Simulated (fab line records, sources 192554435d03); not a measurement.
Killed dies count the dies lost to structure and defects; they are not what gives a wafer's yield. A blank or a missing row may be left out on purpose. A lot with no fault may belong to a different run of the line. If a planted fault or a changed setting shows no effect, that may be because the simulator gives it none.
fab line records -- flow n5_finfet
record: lots: 24, wafers: 72, last_day: 18
route steps=1938 shown BEOL_M1@816 BEOL_M2@854
lots untouched by any fault: they come from a run of this same line in which no faults occurred
start_h: hours from the record's opening day to when the first of the lot's shown wafers began -- wait_h: how many hours have passed since the lot's step before this one -- " unchanged from the row above -- L1.1+2: a single row standing in for several wafers -- - no value, or no start given -- * or withheld: withheld -- < > ~ a bound
route shown NAME@n: names a module that has steps shown in the file, with the first one's number in the route -- usual: mean/standard deviation of fault-free wafers -- same: alike in all rows -- chamber/n: place in a boat -- sites: per-site readings -- _std_site: standard deviation of those values -- _edge_site: outer sites' mean less inner sites' -- radius_mm: how far each site lies from the wafer's centre -- mask NAME#n: copy n -- behind: the last tool/chamber to shape the wafer -- hold: why the lot went on hold/how many hours it stayed there/how the hold came to an end -- device: which transistor (n, p or np) failed to switch -- end of line: the route-end tests of the same wafers -- a step given without rows: its recipe and nothing more -- killed: dies that structure and defects cost at the first sort, which is not the same as the wafer's yield -- map: a wafer's dies, x killed, . not, _ none there
set.NAME: the run value of the setting; set.NAME@STEP: its run value at that earlier step -- model.NAME: the simulator's own value behind a step, which no gauge read
one table for each step of the route and one row for each wafer, over a sample of lots
services: a tool's chamber out of use, with start hour (start_h, from the record's first day; less than 0 if before it), hours out, and reason
== steps ==
step: N5_BEOL_M1_SPUTTER_79
recipe: material: Cu, target_thk_a: 45, temp_c: -20, chamber_pressure_pa: 0.07, power_w: withheld, time_s: 8.29
usual: throttle_valve_pct: 29.8/0.96
lot.wafer,tool,chamber,start_h,wait_h,throttle_valve_pct
L074.1,pvd_sputter-02,-,130.81,0.1,30.2
L074.3,pvd_sputter-02,-,130.81,0.1,29.6
L074.4,pvd_sputter-02,-,130.81,0.1,29.1
L075.1,pvd_sputter-02,-,134.59,0.1,29.6
L075.4,pvd_sputter-02,-,134.59,0.1,31.6
L075.6,pvd_sputter-02,-,134.59,0.1,30.0
L077.3,pvd_sputter-02,-,143.02,0.1,29.0
L077.5,pvd_sputter-02,-,143.02,0.1,31.5
L077.6,pvd_sputter-02,-,143.02,0.1,30.2
L076.4,pvd_sputter-01,-,143.08,0.1,28.9
L076.5,pvd_sputter-01,-,143.08,0.1,29.1
L076.6,pvd_sputter-01,-,143.08,0.1,30.2
L078.1,pvd_sputter-01,-,152.64,0.1,30.1
L078.2,pvd_sputter-01,-,152.64,0.1,28.9
L078.3,pvd_sputter-01,-,152.64,0.1,29.1
L079.2,pvd_sputter-01,-,164.09,0.1,30.4
L079.4,pvd_sputter-01,-,164.09,0.1,28.9
L079.5,pvd_sputter-01,-,164.09,0.1,30.0
L080.1,pvd_sputter-01,-,166.91,0.1,28.9
L080.4,pvd_sputter-01,-,166.91,0.1,30.2
L080.5,pvd_sputter-01,-,166.91,0.1,30.3
L082.1,pvd_sputter-01,-,186.30,0.1,30.3
L082.3,pvd_sputter-01,-,186.30,0.1,29.0
L082.4,pvd_sputter-01,-,186.30,0.1,29.1
L081.1,pvd_sputter-01,-,190.63,0.1,29.7
L081.2,pvd_sputter-01,-,190.63,0.1,30.4
L081.6,pvd_sputter-01,-,190.63,0.1,30.6
L083.3,pvd_sputter-01,-,195.46,0.1,29.0
L083.5,pvd_sputter-01,-,195.46,0.1,30.4
L083.6,pvd_sputter-01,-,195.46,0.1,29.8
L084.1,pvd_sputter-03,-,195.57,0.1,29.7
L084.2,pvd_sputter-03,-,195.57,0.1,30.3
L084.5,pvd_sputter-03,-,195.57,0.1,27.7
L086.3,pvd_sputter-01,-,203.90,0.1,29.1
L086.4,pvd_sputter-01,-,203.90,0.1,29.1
L086.6,pvd_sputter-01,-,203.90,0.1,28.5
L085.2,pvd_sputter-01,-,205.84,0.1,30.2
L085.4,pvd_sputter-01,-,205.84,0.1,30.0
L085.6,pvd_sputter-01,-,205.84,0.1,30.4
L088.2,pvd_sputter-02,-,214.17,0.1,30.2
L088.4,pvd_sputter-02,-,214.17,0.1,29.4
L088.6,pvd_sputter-02,-,214.17,0.1,28.9
L087.2,pvd_sputter-03,-,217.56,0.1,27.6
L087.4,pvd_sputter-03,-,217.56,0.1,31.1
L087.6,pvd_sputter-03,-,217.56,0.1,29.4
L089.1,pvd_sputter-03,-,221.36,0.1,31.5
L089.3,pvd_sputter-03,-,221.36,0.1,27.5
L089.6,pvd_sputter-03,-,221.36,0.1,29.4
L090.2,pvd_sputter-01,-,222.06,0.1,28.9
L090.3,pvd_sputter-01,-,222.06,0.1,29.9
L090.5,pvd_sputter-01,-,222.06,0.1,30.6
L091.3,pvd_sputter-01,-,224.59,0.1,30.0
L091.4,pvd_sputter-01,-,224.59,0.1,29.0
L091.6,pvd_sputter-01,-,224.59,0.1,29.9
L092.2,pvd_sputter-03,-,232.15,0.1,27.6
L092.3,pvd_sputter-03,-,232.15,0.1,29.7
L092.5,pvd_sputter-03,-,232.15,0.1,31.3
L093.2,pvd_sputter-01,-,246.79,0.1,29.3
L093.5,pvd_sputter-01,-,246.79,0.1,30.5
L093.6,pvd_sputter-01,-,246.79,0.1,28.9
L094.2,pvd_sputter-02,-,264.74,0.1,30.0
L094.4,pvd_sputter-02,-,264.74,0.1,31.7
L094.5,pvd_sputter-02,-,264.74,0.1,30.1
L095.1,pvd_sputter-02,-,267.90,0.1,29.9
L095.2,pvd_sputter-02,-,267.90,0.1,29.2
L095.3,pvd_sputter-02,-,267.90,0.1,31.7
L097.1,pvd_sputter-03,-,273.19,0.1,29.5
L097.3,pvd_sputter-03,-,273.19,0.1,30.1
L097.4,pvd_sputter-03,-,273.19,0.1,27.5
L096.3,pvd_sputter-03,-,276.37,0.1,31.2
L096.5,pvd_sputter-03,-,276.37,0.1,27.6
L096.6,pvd_sputter-03,-,276.37,0.1,30.2
step: N5_BEOL_M1_ANNEAL_87
recipe: temp_c: 400, time_s: 240, ambient: vacuum
usual: heater_power_w: 821/64
lot.wafer,tool,chamber,start_h,wait_h,heater_power_w
L074.1,pvd_sputter-02,-,131.33,0.0,883
L074.3,pvd_sputter-02,-,131.33,0.0,783
L074.4,pvd_sputter-02,-,131.33,0.0,824
L075.1,pvd_sputter-02,-,135.11,0.0,805
L075.4,pvd_sputter-02,-,135.11,0.0,802
L075.6,pvd_sputter-02,-,135.11,0.0,853
L077.3,pvd_sputter-02,-,143.54,0.0,832
L077.5,pvd_sputter-02,-,143.54,0.0,771
L077.6,pvd_sputter-02,-,143.54,0.0,862
L076.4,pvd_sputter-01,-,143.60,0.0,775
L076.5,pvd_sputter-01,-,143.60,0.0,756
L076.6,pvd_sputter-01,-,143.60,0.0,773
L078.1,pvd_sputter-01,-,153.16,0.0,763
L078.2,pvd_sputter-01,-,153.16,0.0,796
L078.3,pvd_sputter-01,-,153.16,0.0,950
L079.2,pvd_sputter-01,-,164.61,0.0,820
L079.4,pvd_sputter-01,-,164.61,0.0,751
L079.5,pvd_sputter-01,-,164.61,0.0,752
L080.1,pvd_sputter-01,-,167.43,0.0,935
L080.4,pvd_sputter-01,-,167.43,0.0,761
L080.5,pvd_sputter-01,-,167.43,0.0,774
L082.1,pvd_sputter-01,-,186.82,0.0,758
L082.3,pvd_sputter-01,-,186.82,0.0,916
L082.4,pvd_sputter-01,-,186.82,0.0,773
L081.1,pvd_sputter-01,-,191.15,0.0,752
L081.2,pvd_sputter-01,-,191.15,0.0,823
L081.6,pvd_sputter-01,-,191.15,0.0,826
L083.3,pvd_sputter-01,-,195.98,0.0,772
L083.5,pvd_sputter-01,-,195.98,0.0,806
L083.6,pvd_sputter-01,-,195.98,0.0,757
L084.1,pvd_sputter-03,-,196.09,0.0,765
L084.2,pvd_sputter-03,-,196.09,0.0,823
L084.5,pvd_sputter-03,-,196.09,0.0,771
L086.3,pvd_sputter-01,-,204.42,0.0,785
L086.4,pvd_sputter-01,-,204.42,0.0,961
L086.6,pvd_sputter-01,-,204.42,0.0,943
L085.2,pvd_sputter-01,-,206.36,0.0,772
L085.4,pvd_sputter-01,-,206.36,0.0,827
L085.6,pvd_sputter-01,-,206.36,0.0,806
L088.2,pvd_sputter-02,-,214.69,0.0,883
L088.4,pvd_sputter-02,-,214.69,0.0,822
L088.6,pvd_sputter-02,-,214.69,0.0,814
L087.2,pvd_sputter-03,-,218.08,0.0,761
L087.4,pvd_sputter-03,-,218.08,0.0,972
L087.6,pvd_sputter-03,-,218.08,0.0,758
L089.1,pvd_sputter-03,-,221.88,0.0,963
L089.3,pvd_sputter-03,-,221.88,0.0,774
L089.6,pvd_sputter-03,-,221.88,0.0,759
L090.2,pvd_sputter-01,-,222.58,0.0,763
L090.3,pvd_sputter-01,-,222.58,0.0,765
L090.5,pvd_sputter-01,-,222.58,0.0,816
L091.3,pvd_sputter-01,-,225.11,0.0,782
L091.4,pvd_sputter-01,-,225.11,0.0,920
L091.6,pvd_sputter-01,-,225.11,0.0,792
L092.2,pvd_sputter-03,-,232.67,0.0,766
L092.3,pvd_sputter-03,-,232.67,0.0,757
L092.5,pvd_sputter-03,-,232.67,0.0,926
L093.2,pvd_sputter-01,-,247.31,0.0,785
L093.5,pvd_sputter-01,-,247.31,0.0,826
L093.6,pvd_sputter-01,-,247.31,0.0,954
L094.2,pvd_sputter-02,-,265.26,0.0,869
L094.4,pvd_sputter-02,-,265.26,0.0,802
L094.5,pvd_sputter-02,-,265.26,0.0,853
L095.1,pvd_sputter-02,-,268.42,0.0,865
L095.2,pvd_sputter-02,-,268.42,0.0,828
L095.3,pvd_sputter-02,-,268.42,0.0,825
L097.1,pvd_sputter-03,-,273.71,0.0,764
L097.3,pvd_sputter-03,-,273.71,0.0,810
L097.4,pvd_sputter-03,-,273.71,0.0,790
L096.3,pvd_sputter-03,-,276.89,0.0,949
L096.5,pvd_sputter-03,-,276.89,0.0,791
L096.6,pvd_sputter-03,-,276.89,0.0,814
step: N5_BEOL_M1_SPUTTER_88
recipe: material: Cu, target_thk_a: 45, temp_c: -20, chamber_pressure_pa: 0.07, power_w: withheld, time_s: 8.29
usual: throttle_valve_pct: 29.7/0.99
lot.wafer,tool,chamber,start_h,wait_h,throttle_valve_pct
L074.1,pvd_sputter-02,-,131.47,0.1,30.0
L074.3,pvd_sputter-02,-,131.47,0.1,29.8
L074.4,pvd_sputter-02,-,131.47,0.1,29.1
L075.1,pvd_sputter-02,-,135.25,0.1,29.6
L075.4,pvd_sputter-02,-,135.25,0.1,31.6
L075.6,pvd_sputter-02,-,135.25,0.1,30.2
L077.3,pvd_sputter-02,-,143.68,0.1,29.2
L077.5,pvd_sputter-02,-,143.68,0.1,31.6
L077.6,pvd_sputter-02,-,143.68,0.1,30.0
L076.4,pvd_sputter-01,-,143.74,0.1,29.0
L076.5,pvd_sputter-01,-,143.74,0.1,29.2
L076.6,pvd_sputter-01,-,143.74,0.1,30.1
L078.1,pvd_sputter-01,-,153.30,0.1,30.2
L078.2,pvd_sputter-01,-,153.30,0.1,29.0
L078.3,pvd_sputter-01,-,153.30,0.1,29.2
L079.2,pvd_sputter-01,-,164.75,0.1,30.3
L079.4,pvd_sputter-01,-,164.75,0.1,29.0
L079.5,pvd_sputter-01,-,164.75,0.1,30.1
L080.1,pvd_sputter-01,-,167.57,0.1,29.1
L080.4,pvd_sputter-01,-,167.57,0.1,30.1
L080.5,pvd_sputter-01,-,167.57,0.1,30.1
L082.1,pvd_sputter-01,-,186.96,0.1,30.3
L082.3,pvd_sputter-01,-,186.96,0.1,28.8
L082.4,pvd_sputter-01,-,186.96,0.1,29.2
L081.1,pvd_sputter-01,-,191.29,0.1,30.2
L081.2,pvd_sputter-01,-,191.29,0.1,30.3
L081.6,pvd_sputter-01,-,191.29,0.1,30.5
L083.3,pvd_sputter-01,-,196.12,0.1,29.4
L083.5,pvd_sputter-01,-,196.12,0.1,30.4
L083.6,pvd_sputter-01,-,196.12,0.1,30.2
L084.1,pvd_sputter-03,-,196.23,0.1,29.5
L084.2,pvd_sputter-03,-,196.23,0.1,30.2
L084.5,pvd_sputter-03,-,196.23,0.1,27.5
L086.3,pvd_sputter-01,-,204.56,0.1,29.2
L086.4,pvd_sputter-01,-,204.56,0.1,29.0
L086.6,pvd_sputter-01,-,204.56,0.1,28.9
L085.2,pvd_sputter-01,-,206.50,0.1,30.0
L085.4,pvd_sputter-01,-,206.50,0.1,30.7
L085.6,pvd_sputter-01,-,206.50,0.1,30.4
L088.2,pvd_sputter-02,-,214.83,0.1,30.4
L088.4,pvd_sputter-02,-,214.83,0.1,29.1
L088.6,pvd_sputter-02,-,214.83,0.1,28.9
L087.2,pvd_sputter-03,-,218.22,0.1,27.7
L087.4,pvd_sputter-03,-,218.22,0.1,31.3
L087.6,pvd_sputter-03,-,218.22,0.1,29.7
L089.1,pvd_sputter-03,-,222.02,0.1,31.4
L089.3,pvd_sputter-03,-,222.02,0.1,27.5
L089.6,pvd_sputter-03,-,222.02,0.1,29.3
L090.2,pvd_sputter-01,-,222.72,0.1,28.9
L090.3,pvd_sputter-01,-,222.72,0.1,29.8
L090.5,pvd_sputter-01,-,222.72,0.1,30.4
L091.3,pvd_sputter-01,-,225.25,0.1,29.9
L091.4,pvd_sputter-01,-,225.25,0.1,28.9
L091.6,pvd_sputter-01,-,225.25,0.1,29.9
L092.2,pvd_sputter-03,-,232.81,0.1,27.4
L092.3,pvd_sputter-03,-,232.81,0.1,29.7
L092.5,pvd_sputter-03,-,232.81,0.1,31.2
L093.2,pvd_sputter-01,-,247.45,0.1,28.8
L093.5,pvd_sputter-01,-,247.45,0.1,30.3
L093.6,pvd_sputter-01,-,247.45,0.1,28.9
L094.2,pvd_sputter-02,-,265.40,0.1,30.2
L094.4,pvd_sputter-02,-,265.40,0.1,31.6
L094.5,pvd_sputter-02,-,265.40,0.1,29.9
L095.1,pvd_sputter-02,-,268.56,0.1,30.3
L095.2,pvd_sputter-02,-,268.56,0.1,28.9
L095.3,pvd_sputter-02,-,268.56,0.1,31.5
L097.1,pvd_sputter-03,-,273.85,0.1,29.5
L097.3,pvd_sputter-03,-,273.85,0.1,30.1
L097.4,pvd_sputter-03,-,273.85,0.1,27.6
L096.3,pvd_sputter-03,-,277.03,0.1,31.4
L096.5,pvd_sputter-03,-,277.03,0.1,27.6
L096.6,pvd_sputter-03,-,277.03,0.1,30.3
step: N5_BEOL_M1_DEP_57
recipe: material: SiCN, target_thk_a: 80, temp_c: withheld, precursor: 3MS/NH3, pressure_torr: 3, rf_w: 202, time_s: 14
usual: showerhead_plenum_p_Torr: 3.663/0.01, throttle_valve_pct: 9.2/0.57
lot.wafer,tool,chamber,start_h,wait_h,showerhead_plenum_p_Torr,throttle_valve_pct
L074.1,pecvd-02,1,133.56,0.0,3.653,10.1
L074.3,pecvd-02,2,133.56,0.0,3.672,8.4
L074.4,pecvd-02,0,133.56,0.0,3.656,9.2
L075.1,pecvd-02,2,137.23,0.0,3.663,8.3
L075.4,pecvd-02,2,137.23,0.0,3.666,8.1
L075.6,pecvd-02,1,137.23,0.0,3.643,9.9
L077.3,pecvd-02,2,145.54,0.0,3.652,8.4
L077.5,pecvd-02,0,145.54,0.0,3.667,8.9
L077.6,pecvd-02,1,145.54,0.0,3.660,10.0
L076.4,pecvd-04,0,145.63,0.0,3.659,8.6
L076.5,pecvd-04,2,145.63,0.0,3.680,9.0
L076.6,pecvd-04,1,145.63,0.0,3.657,9.7
L078.1,pecvd-02,0,155.23,0.0,3.663,9.4
L078.2,pecvd-02,2,155.23,0.0,3.670,8.2
L078.3,pecvd-02,1,155.23,0.0,3.667,9.9
L079.2,pecvd-02,1,166.68,0.0,3.657,10.1
L079.4,pecvd-02,1,166.68,0.0,3.664,10.1
L079.5,pecvd-02,0,166.68,0.0,3.663,9.2
L080.1,pecvd-03,1,169.58,0.0,3.654,9.5
L080.4,pecvd-03,2,169.58,0.0,3.657,9.1
L080.5,pecvd-03,1,169.58,0.0,3.645,9.2
L082.1,pecvd-04,1,188.82,0.0,3.670,9.8
L082.3,pecvd-04,0,188.82,0.0,3.665,8.5
L082.4,pecvd-04,0,188.82,0.0,3.664,8.4
L081.1,pecvd-02,2,193.15,0.0,3.669,8.5
L081.2,pecvd-02,1,193.15,0.0,3.654,9.8
L081.6,pecvd-02,1,193.15,0.0,3.656,9.7
L083.3,pecvd-02,2,197.98,0.0,3.664,8.3
L083.5,pecvd-02,2,197.98,0.0,3.656,8.1
L083.6,pecvd-02,1,197.98,0.0,3.656,9.8
L084.1,pecvd-02,2,198.11,0.0,3.662,8.1
L084.2,pecvd-02,1,198.11,0.0,3.642,10.1
L084.5,pecvd-02,1,198.11,0.0,3.650,9.9
L086.3,pecvd-03,0,206.45,0.0,3.672,8.9
L086.4,pecvd-03,1,206.45,0.0,3.648,9.2
L086.6,pecvd-03,0,206.45,0.0,3.679,8.6
L085.2,pecvd-03,1,208.60,0.0,3.650,9.3
L085.4,pecvd-03,1,208.60,0.0,3.653,9.2
L085.6,pecvd-03,1,208.60,0.0,3.646,9.2
L088.2,pecvd-04,0,216.69,0.0,3.666,8.7
L088.4,pecvd-04,2,216.69,0.0,3.694,9.0
L088.6,pecvd-04,0,216.69,0.0,3.665,8.5
L087.2,pecvd-02,1,220.08,0.0,3.650,10.0
L087.4,pecvd-02,0,220.08,0.0,3.669,9.4
L087.6,pecvd-02,2,220.08,0.0,3.668,8.4
L089.1,pecvd-03,1,223.91,0.0,3.649,9.3
L089.3,pecvd-03,1,223.91,0.0,3.646,9.4
L089.6,pecvd-03,1,223.91,0.0,3.654,9.3
L090.2,pecvd-03,1,224.59,0.0,3.653,9.1
L090.3,pecvd-03,0,224.59,0.0,3.672,8.9
L090.5,pecvd-03,0,224.59,0.0,3.677,8.7
L091.3,pecvd-03,1,227.19,0.1,3.649,9.4
L091.4,pecvd-03,1,227.19,0.1,3.654,9.6
L091.6,pecvd-03,1,227.19,0.1,3.649,9.5
L092.2,pecvd-04,1,234.70,0.0,3.673,9.8
L092.3,pecvd-04,0,234.70,0.0,3.666,9.0
L092.5,pecvd-04,2,234.70,0.0,3.681,9.1
L093.2,pecvd-02,1,249.39,0.0,3.655,10.0
L093.5,pecvd-02,1,249.39,0.0,3.666,10.0
L093.6,pecvd-02,2,249.39,0.0,3.664,8.3
L094.2,pecvd-04,0,267.26,0.0,3.663,8.8
L094.4,pecvd-04,2,267.26,0.0,3.676,9.0
L094.5,pecvd-04,1,267.26,0.0,3.668,9.9
L095.1,pecvd-03,2,270.61,0.0,3.654,8.1
L095.2,pecvd-03,0,270.61,0.0,3.684,8.8
L095.3,pecvd-03,1,270.61,0.0,3.656,9.6
L097.1,pecvd-02,0,275.71,0.0,3.652,9.3
L097.3,pecvd-02,1,275.71,0.0,3.660,10.1
L097.4,pecvd-02,1,275.71,0.0,3.654,10.0
L096.3,pecvd-04,1,278.98,0.0,3.661,9.8
L096.5,pecvd-04,2,278.98,0.0,3.679,9.0
L096.6,pecvd-04,1,278.98,0.0,3.673,10.1
step: N5_BEOL_M2_CD_MEAS_11
recipe: target_cd_nm: 16.79, landing_energy_ev: 500, detector: se_inlens, polarity: opening
usual: cd_nm: 16.78/0.27
lot.wafer,tool,chamber,start_h,wait_h,cd_nm
L074.1,cd_sem-03,0,136.35,-,17.06
L074.3,cd_sem-03,0,136.35,-,17.16
L074.4,cd_sem-03,0,136.35,-,16.81
L075.1,cd_sem-01,0,140.10,-,16.70
L075.4,cd_sem-01,0,140.10,-,16.90
L075.6,cd_sem-01,0,140.10,-,16.57
L077.3,cd_sem-02,0,148.38,-,16.88
L077.5,cd_sem-02,0,148.38,-,16.61
L077.6,cd_sem-02,0,148.38,-,16.92
L076.4,cd_sem-01,0,148.55,-,16.50
L076.5,cd_sem-01,0,148.55,-,17.00
L076.6,cd_sem-01,0,148.55,-,16.91
L078.1,cd_sem-01,0,158.14,-,16.84
L078.2,cd_sem-01,0,158.14,-,16.98
L078.3,cd_sem-01,0,158.14,-,16.94
L079.2,cd_sem-02,0,167.91,-,16.94
L079.4,cd_sem-02,0,167.91,-,16.96
L079.5,cd_sem-02,0,167.91,-,17.28
L080.1,cd_sem-03,0,176.08,-,16.86
L080.4,cd_sem-03,0,176.08,-,17.08
L080.5,cd_sem-03,0,176.08,-,16.49
L082.1,cd_sem-02,0,190.00,-,16.50
L082.3,cd_sem-02,0,190.00,-,16.69
L082.4,cd_sem-02,0,190.00,-,16.50
L081.1,cd_sem-03,0,194.42,-,16.83
L081.2,cd_sem-03,0,194.42,-,16.74
L081.6,cd_sem-03,0,194.42,-,16.45
L083.3,cd_sem-01,0,200.49,-,16.54
L083.5,cd_sem-01,0,200.49,-,16.52
L083.6,cd_sem-01,0,200.49,-,16.75
L084.1,cd_sem-03,0,200.56,-,17.14
L084.2,cd_sem-03,0,200.56,-,16.96
L084.5,cd_sem-03,0,200.56,-,17.23
L086.3,cd_sem-01,0,208.48,-,16.75
L086.4,cd_sem-01,0,208.48,-,16.55
L086.6,cd_sem-01,0,208.48,-,16.19
L085.2,cd_sem-02,0,210.25,-,16.38
L085.4,cd_sem-02,0,210.25,-,16.76
L085.6,cd_sem-02,0,210.25,-,16.75
L088.2,cd_sem-02,0,217.64,-,16.54
L088.4,cd_sem-02,0,217.64,-,16.44
L088.6,cd_sem-02,0,217.64,-,17.46
L087.2,cd_sem-03,0,221.50,-,16.45
L087.4,cd_sem-03,0,221.50,-,16.75
L087.6,cd_sem-03,0,221.50,-,17.14
L089.1,cd_sem-02,0,224.61,-,16.47
L089.3,cd_sem-02,0,224.61,-,16.58
L089.6,cd_sem-02,0,224.61,-,16.86
L090.2,cd_sem-02,0,227.34,-,16.59
L090.3,cd_sem-02,0,227.34,-,16.84
L090.5,cd_sem-02,0,227.34,-,16.97
L091.3,cd_sem-02,0,230.82,-,16.75
L091.4,cd_sem-02,0,230.82,-,16.86
L091.6,cd_sem-02,0,230.82,-,16.48
L092.2,cd_sem-01,0,235.67,-,16.80
L092.3,cd_sem-01,0,235.67,-,17.31
L092.5,cd_sem-01,0,235.67,-,16.96
L093.2,cd_sem-03,0,252.51,-,17.04
L093.5,cd_sem-03,0,252.51,-,17.00
L093.6,cd_sem-03,0,252.51,-,16.86
L094.2,cd_sem-02,0,268.76,-,16.99
L094.4,cd_sem-02,0,268.76,-,17.18
L094.5,cd_sem-02,0,268.76,-,16.56
L095.1,cd_sem-01,0,274.63,-,17.18
L095.2,cd_sem-01,0,274.63,-,17.03
L095.3,cd_sem-01,0,274.63,-,16.79
L097.1,cd_sem-01,0,276.57,-,17.26
L097.3,cd_sem-01,0,276.57,-,16.88
L097.4,cd_sem-01,0,276.57,-,16.51
L096.3,cd_sem-02,0,281.43,-,16.27
L096.5,cd_sem-02,0,281.43,-,16.64
L096.6,cd_sem-02,0,281.43,-,16.73
step: N5_BEOL_M2_OVL_MEAS_29
recipe: points_per_wafer: 522
usual: V1_OVL: -0.3/0.72
lot.wafer,tool,chamber,start_h,wait_h,V1_OVL[nm]
L074.1,overlay-01,0,137.34,0.0,-0.4
L074.3,overlay-01,0,137.34,0.0,0.7
L074.4,overlay-01,0,137.34,0.0,0.1
L075.1,overlay-02,0,141.04,0.0,1.2
L075.4,overlay-02,0,141.04,0.0,-0.5
L075.6,overlay-02,0,141.04,0.0,-0.4
L077.3,overlay-01,0,149.47,0.0,0.2
L077.5,overlay-01,0,149.47,0.0,-0.3
L077.6,overlay-01,0,149.47,0.0,-0.3
L076.4,overlay-02,0,149.66,0.0,0.1
L076.5,overlay-02,0,149.66,0.0,0.8
L076.6,overlay-02,0,149.66,0.0,0.2
L078.1,overlay-02,0,159.34,0.0,-0.1
L078.2,overlay-02,0,159.34,0.0,0.0
L078.3,overlay-02,0,159.34,0.0,-0.2
L079.2,overlay-02,0,168.91,0.0,-2.0
L079.4,overlay-02,0,168.91,0.0,-2.3
L079.5,overlay-02,0,168.91,0.0,-2.1
L080.1,overlay-01,0,177.14,0.0,-1.2
L080.4,overlay-01,0,177.14,0.0,-0.3
L080.5,overlay-01,0,177.14,0.0,-1.4
L082.1,overlay-01,0,190.91,0.0,-1.3
L082.3,overlay-01,0,190.91,0.0,-0.6
L082.4,overlay-01,0,190.91,0.0,-0.2
L081.1,overlay-01,0,195.45,0.0,-0.3
L081.2,overlay-01,0,195.45,0.0,0.1
L081.6,overlay-01,0,195.45,0.0,-0.7
L083.3,overlay-02,0,201.40,0.0,0.4
L083.5,overlay-02,0,201.40,0.0,0.1
L083.6,overlay-02,0,201.40,0.0,0.4
L084.1,overlay-01,0,201.64,0.0,-1.4
L084.2,overlay-01,0,201.64,0.0,-1.6
L084.5,overlay-01,0,201.64,0.0,-1.4
L086.3,overlay-01,0,209.47,0.0,0.7
L086.4,overlay-01,0,209.47,0.0,-0.1
L086.6,overlay-01,0,209.47,0.0,0.5
L085.2,overlay-02,0,211.18,0.0,-0.1
L085.4,overlay-02,0,211.18,0.0,-0.5
L085.6,overlay-02,0,211.18,0.0,0.2
L088.2,overlay-01,0,218.67,0.0,-1.3
L088.4,overlay-01,0,218.67,0.0,-0.6
L088.6,overlay-01,0,218.67,0.0,-1.2
L087.2,overlay-01,0,222.53,0.0,-0.7
L087.4,overlay-01,0,222.53,0.0,-1.0
L087.6,overlay-01,0,222.53,0.0,-1.2
L089.1,overlay-01,0,225.68,0.0,-1.7
L089.3,overlay-01,0,225.68,0.0,-0.3
L089.6,overlay-01,0,225.68,0.0,-0.6
L090.2,overlay-01,0,228.25,0.0,0.8
L090.3,overlay-01,0,228.25,0.0,0.1
L090.5,overlay-01,0,228.25,0.0,-0.1
L091.3,overlay-02,0,232.10,0.0,-0.3
L091.4,overlay-02,0,232.10,0.0,0.6
L091.6,overlay-02,0,232.10,0.0,-0.1
L092.2,overlay-01,0,236.68,0.0,1.0
L092.3,overlay-01,0,236.68,0.0,0.5
L092.5,overlay-01,0,236.68,0.0,0.2
L093.2,overlay-02,0,258.17,0.0,0.0
L093.5,overlay-02,0,258.17,0.0,0.1
L093.6,overlay-02,0,258.17,0.0,0.9
L094.2,overlay-01,0,269.73,0.0,0.8
L094.4,overlay-01,0,269.73,0.0,0.9
L094.5,overlay-01,0,269.73,0.0,-0.2
L095.1,overlay-02,0,275.79,0.0,-0.8
L095.2,overlay-02,0,275.79,0.0,-1.0
L095.3,overlay-02,0,275.79,0.0,0.0
L097.1,overlay-02,0,277.60,0.0,-0.4
L097.3,overlay-02,0,277.60,0.0,-0.2
L097.4,overlay-02,0,277.60,0.0,0.0
L096.3,overlay-01,0,282.50,0.0,0.0
L096.5,overlay-01,0,282.50,0.0,-0.6
L096.6,overlay-01,0,282.50,0.0,0.0
== services ==
tool,chamber,start_h,hours,kind
pvd_sputter-02,-,116.29,4.1,repair
pecvd-03,0,130.76,2.1,scheduled_down
pvd_sputter-03,-,137.19,0.5,repair
pvd_sputter-01,-,172.98,11.1,repair
pecvd-02,0,175.39,2.1,scheduled_down
pecvd-04,0,182.03,5.5,scheduled_down
pecvd-03,-,183.37,1.1,repair
pecvd-02,2,185.05,3.7,repair
pecvd-03,2,202.38,-,clean
pecvd-03,2,202.38,-,consumable_replace:showerhead
pecvd-03,2,202.38,29.0,scheduled_down
pecvd-03,2,202.38,29.0,vent_cycle
pecvd-02,2,206.92,5.5,scheduled_down
pecvd-02,-,222.48,6.0,pm
pecvd-03,0,225.32,16.5,scheduled_down
pecvd-03,2,264.01,2.1,scheduled_down
== key ==
fault none
